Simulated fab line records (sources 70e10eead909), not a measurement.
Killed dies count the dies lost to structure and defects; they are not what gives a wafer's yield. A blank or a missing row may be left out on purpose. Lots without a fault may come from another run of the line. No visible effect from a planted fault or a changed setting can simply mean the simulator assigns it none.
Which tool was responsible?    flow nand-harc    42 wafers from 14 lots sampled at 4 of the route's 1302 steps

WHAT EACH GAUGE READ, for each wafer
No reading from a measuring or inspecting step in the record can be judged against a usual standard deviation.

TOOL THAT RAN EACH LOT (tool first, then ch and the chambers of the sampled wafers, then the start)
lot   NHARC_A_CONTACT_ETCH_132              NHARC_A_CONTACT_STRIP_82                       NHARC_A_CONTACT_EXPOSE_05           NHARC_A_CONTACT_ETCH_88
L536  har-cap-etch-02 ch 0,1, day 22 17:34  rie-diel-13 ch 0,1,2, day 22 21:59 or earlier  arfi-scanner-03 ch 0, day 22 21:59  rie-diel-09 ch 2,3, day 22 22:25
L535  har-cap-etch-03 ch 0,1, day 22 18:04  rie-diel-13 ch 0,1,3, day 22 22:37 or earlier  arfi-scanner-01 ch 0, day 22 22:37  rie-diel-05 ch 0,2,3, day 22 23:02
L538  har-cap-etch-02 ch 0,1, day 23 23:22  rie-diel-09 ch 0,2,3, day 24 11:08 or earlier  arfi-scanner-03 ch 0, day 24 11:08  rie-diel-09 ch 0,2, day 24 11:34
L541  har-cap-etch-03 ch 0,1, day 24 00:37  rie-diel-05 ch 1,2,3, day 24 11:39 or earlier  arfi-scanner-01 ch 0, day 24 11:39  rie-diel-13 ch 1,2, day 24 12:05
L539  har-cap-etch-03 ch 0,1, day 24 11:23  rie-diel-09 ch 0,2, day 24 19:58 or earlier    arfi-scanner-03 ch 0, day 24 19:58  rie-diel-13 ch 0,3, day 24 20:25
L540  har-cap-etch-03 ch 0,1, day 24 18:17  rie-diel-05 ch 0,2,3, day 24 23:47 or earlier  arfi-scanner-03 ch 0, day 24 23:47  rie-diel-09 ch 0,2, day 25 00:12
L542  har-cap-etch-02 ch 0,1, day 24 21:56  rie-diel-13 ch 0,1,3, day 25 02:35 or earlier  arfi-scanner-01 ch 0, day 25 02:35  rie-diel-13 ch 0,2,3, day 25 03:00
L543  har-cap-etch-02 ch 0,1, day 25 10:47  rie-diel-13 ch 0,1,2, day 25 19:28 or earlier  arfi-scanner-03 ch 0, day 25 19:28  rie-diel-13 ch 0,2,3, day 25 19:52
L544  har-cap-etch-01 ch 0,1, day 25 12:17  rie-diel-09 ch 0,2,3, day 25 19:37 or earlier  arfi-scanner-02, day 25 19:37       rie-diel-13 ch 1,2,3, day 25 20:13
L546  har-cap-etch-02 ch 0,1, day 26 07:10  rie-diel-05 ch 1,2,3, day 26 11:37 or earlier  arfi-scanner-03, day 26 11:37       rie-diel-13 ch 0,1,2, day 26 12:02
L554  har-cap-etch-03 ch 0,1, day 30 03:17  rie-diel-09 ch 1,3, day 30 10:14 or earlier    arfi-scanner-03 ch 0, day 30 10:14  rie-diel-09 ch 0,1, day 30 10:38
L556  har-cap-etch-01 ch 0,1, day 30 19:13  rie-diel-09 ch 0,1, day 30 23:39 or earlier    arfi-scanner-03 ch 0, day 30 23:39  rie-diel-09 ch 0,1,2, day 31 00:05
L557  har-cap-etch-02 ch 0,1, day 30 23:59  rie-diel-09 ch 0,1,3, day 31 05:04 or earlier  arfi-scanner-02 ch 0, day 31 05:04  rie-diel-05 ch 1,2, day 31 05:29
L558  har-cap-etch-02 ch 0,1, day 31 22:25  rie-diel-05 ch 2,3, day 32 03:14 or earlier    arfi-scanner-03 ch 0, day 32 03:14  rie-diel-05 ch 0,2, day 32 03:38
- NHARC_A_CONTACT_ETCH_132: etches the open film in C4F8/O2/Ar, time 197 s, target depth 1924 nm.
- NHARC_A_CONTACT_STRIP_82: strips in O2.
- NHARC_A_CONTACT_EXPOSE_05: exposes mask A CC.
- NHARC_A_CONTACT_ETCH_88: etches the open film in CF4, target depth 39 nm, time 65 s.

AS READ BY THE TOOLS THEMSELVES (means over the sampled wafers that have a number; for cases with no such wafer, the mark the record gives instead)
NHARC_A_CONTACT_STRIP_82. Usual: drypump-motor-current-A 5.7 A, standard deviation 0.39; oes-product-au 0.999 a.u., standard deviation 0.0073; rf-vpp-V 57.6 V, standard deviation 0.89; showerhead-plenum-p-Torr 3.49 Torr, standard deviation 0.1; throttle-valve-pct 17.036 %, standard deviation 0.0086.
lot   tool         drypump-motor-current-A (A)  oes-product-au (a.u.)  rf-vpp-V (V)  showerhead-plenum-p-Torr (Torr)  throttle-valve-pct (%)  flag
L536  rie-diel-13  5.7                          0.990                  57.9          3.52                             17.036                  
L535  rie-diel-13  5.5                          0.989                  58.3          3.48                             17.026                  
L538  rie-diel-09  5.8                          0.996                  57.7          3.46                             17.031                  
L541  rie-diel-05  5.5                          1.005                  57.9          3.60                             17.042                  
L539  rie-diel-09  5.9                          0.996                  57.7          3.40                             17.032                  
L540  rie-diel-05  5.6                          0.997                  57.1          3.49                             17.040                  
L542  rie-diel-13  5.5                          1.005                  57.7          3.48                             17.032                  
L543  rie-diel-13  5.7                          0.999                  58.4          3.51                             17.039                  
L544  rie-diel-09  5.8                          1.007                  57.1          3.45                             17.036                  
L546  rie-diel-05  5.4                          0.992                  58.4          3.59                             17.039                  
L554  rie-diel-09  5.5                          1.005                  57.0          3.49                             17.032                  
L556  rie-diel-09  5.9                          1.001                  56.9          3.50                             17.029                  
L557  rie-diel-09  5.7                          0.995                  57.9          3.49                             17.041                  
L558  rie-diel-05  5.3                          0.997                  57.7          3.51                             17.036                  

NHARC_A_CONTACT_EXPOSE_05. Usual: exposure-dose-mJ-cm2 84.19, standard deviation 0.094; focus-offset-nm -0.1 nm, standard deviation 0.5.
lot   tool             exposure-dose-mJ-cm2  focus-offset-nm (nm)  flag
L536  arfi-scanner-03  84.29                 0.5                   
L535  arfi-scanner-01  84.20                 0.0                   
L538  arfi-scanner-03  84.20                 -0.4                  
L541  arfi-scanner-01  84.21                 -0.1                  
L539  arfi-scanner-03  84.13                 0.2                   
L540  arfi-scanner-03  84.14                 -0.1                  
L542  arfi-scanner-01  84.29                 -0.2                  
L543  arfi-scanner-03  84.18                 0.0                   
L544  arfi-scanner-02  -                     -                     OFF
L546  arfi-scanner-03  -                     -                     OFF
L554  arfi-scanner-03  84.11                 -0.3                  
L556  arfi-scanner-03  84.01                 -0.7                  
L557  arfi-scanner-02  84.04                 -0.1                  
L558  arfi-scanner-03  84.12                 0.4                   

NHARC_A_CONTACT_ETCH_88. Usual: drypump-motor-current-A 5.7 A, standard deviation 0.36; oes-product-au 0.997 a.u., standard deviation 0.0078; rf-vpp-V 151.0 V, standard deviation 1.2; showerhead-plenum-p-Torr 1.75 Torr, standard deviation 0.053; throttle-valve-pct 13.283 %, standard deviation 0.0088.
lot   tool         drypump-motor-current-A (A)  oes-product-au (a.u.)  rf-vpp-V (V)  showerhead-plenum-p-Torr (Torr)  throttle-valve-pct (%)  flag
L536  rie-diel-09  5.7                          1.013                  150.5         1.70                             13.290                  
L535  rie-diel-05  5.6                          0.994                  150.6         1.75                             13.291                  
L538  rie-diel-09  6.0                          0.988                  149.3         1.74                             13.280                  
L541  rie-diel-13  5.6                          0.996                  151.5         1.75                             13.284                  
L539  rie-diel-13  5.6                          0.994                  151.2         1.75                             13.280                  
L540  rie-diel-09  5.9                          0.996                  150.7         1.70                             13.282                  
L542  rie-diel-13  5.7                          0.996                  151.9         1.78                             13.281                  
L543  rie-diel-13  5.7                          1.005                  150.6         1.78                             13.286                  
L544  rie-diel-13  5.6                          0.998                  152.3         1.77                             13.271                  
L546  rie-diel-13  5.7                          0.994                  150.8         1.76                             13.283                  
L554  rie-diel-09  5.9                          0.977                  151.3         1.76                             13.277                  
L556  rie-diel-09  5.8                          0.992                  150.9         1.72                             13.283                  
L557  rie-diel-05  4.9                          1.004                  150.9         1.75                             13.286                  
L558  rie-diel-05  5.4                          0.999                  150.1         1.67                             13.289                  

THE ANSWER, worked out from the rows above alone
Rule: a lot is off if the mean of its wafers that have a number lies more than 3 standard deviations from the usual mean. A lot without any number at a reading at which 4 lots or more have one is off too. All remaining lots with rows at the step are treated as sound. After the gauges, taken in route order, come the tools' own readings; for these a lot's mean is taken, as printed above. At the first step where some lot is off, the reading lying furthest off is the one used; lots without a number count as furthest.
Off: L544, L546 (NHARC_A_CONTACT_EXPOSE_05, exposure-dose-mJ-cm2). Without a number there: L544, L546.
If a tool, at that step or one of the process steps before it, ran each lot that is off and ran no sound lot following the first of them, it fits. NHARC_A_CONTACT_STRIP_82 gives no start for some lots, so the hours and the order of its lots are those of NHARC_A_CONTACT_EXPOSE_05. No candidate that was tried fits.

WHAT THE SIMULATOR PUT IN
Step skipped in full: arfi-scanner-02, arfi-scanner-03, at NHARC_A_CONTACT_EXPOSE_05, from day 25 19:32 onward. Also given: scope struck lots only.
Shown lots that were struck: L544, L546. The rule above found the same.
